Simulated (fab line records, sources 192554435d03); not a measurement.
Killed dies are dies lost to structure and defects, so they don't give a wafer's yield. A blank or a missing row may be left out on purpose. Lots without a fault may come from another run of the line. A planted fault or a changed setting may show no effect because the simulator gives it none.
Chamber matching | flow n5_finfet | N5_SD_EPI_N_ETCH_34 on rie_diel-03: 4 sister chambers
The step etches SiARC in CF4, target depth 45.5 nm, time 75.8 s. 14 wafers are shown with their chamber, then 7 later ones without.

WAFERS WITH THEIR CHAMBER
wafer  | chamber | drypump_motor_current_A (A) | showerhead_plenum_p_Torr (Torr) | throttle_valve_pct (%)
L075.3 | 1       | 6.0                         | 2.13                            | 15.91
L075.5 | 1       | 6.0                         | 2.13                            | 15.91
L075.6 | 0       | 5.5                         | 2.21                            | 15.56
L076.1 | 0       | 5.5                         | 2.21                            | 15.57
L076.4 | 1       | 6.0                         | 2.13                            | 15.92
L076.5 | 3       | 6.2                         | 2.12                            | 15.69
L078.1 | 0       | 5.5                         | 2.21                            | 15.56
L078.2 | 1       | 6.0                         | 2.12                            | 15.92
L078.3 | 3       | 6.1                         | 2.12                            | 15.68
L079.2 | 2       | 5.8                         | 2.14                            | 15.71
L079.3 | 3       | 6.2                         | 2.12                            | 15.69
L079.5 | 2       | 5.8                         | 2.14                            | 15.70
L082.3 | 2       | 5.8                         | 2.13                            | 15.74
L082.4 | 1       | 6.0                         | 2.12                            | 15.93

SIGNATURES (means of the wafers above)
reading                  | chamber 0 | chamber 1 | chamber 2 | chamber 3 | scatter within a chamber
drypump_motor_current_A  | 5.500     | 6.000     | 5.800     | 6.167     | 0.0258
showerhead_plenum_p_Torr | 2.2100    | 2.1260    | 2.1367    | 2.1200    | 0.00432
throttle_valve_pct       | 15.5633   | 15.9180   | 15.7167   | 15.6867   | 0.0113
Rule: a wafer's distance from a chamber is the root of the sum, over the readings, of the square of ((its reading less the chamber's mean) divided by the reading's scatter). The wafer belongs to the nearest chamber; if the next one is less than 2 further off, it can't be placed. The scatter: the root of (the sum of the squares of (reading less its chamber's mean) over the shown wafers, divided by (wafers less chambers)).

WAFERS WITHOUT THEIR CHAMBER
wafer  | drypump_motor_current_A (A) | showerhead_plenum_p_Torr (Torr) | throttle_valve_pct (%)
L082.5 | 6.0                         | 2.12                            | 15.93
L085.2 | 5.8                         | 2.13                            | 15.74
L085.4 | 6.1                         | 2.12                            | 15.72
L085.5 | 5.5                         | 2.21                            | 15.61
L097.1 | 6.1                         | 2.11                            | 15.77
L097.2 | 5.8                         | 2.12                            | 15.79
L097.4 | 6.1                         | 2.11                            | 15.77

WHICH CHAMBER EACH WENT THROUGH
wafer  | from the rows above | in truth
L082.5 | 1                   | 1
L085.2 | 2                   | 2
L085.4 | 3                   | 3
L085.5 | 0                   | 0
L097.1 | 3                   | 3
L097.2 | 2                   | 2
L097.4 | 3                   | 3
Placed correctly: 7 of 7. Can't be placed from these rows: 0. Placed wrongly: 0.
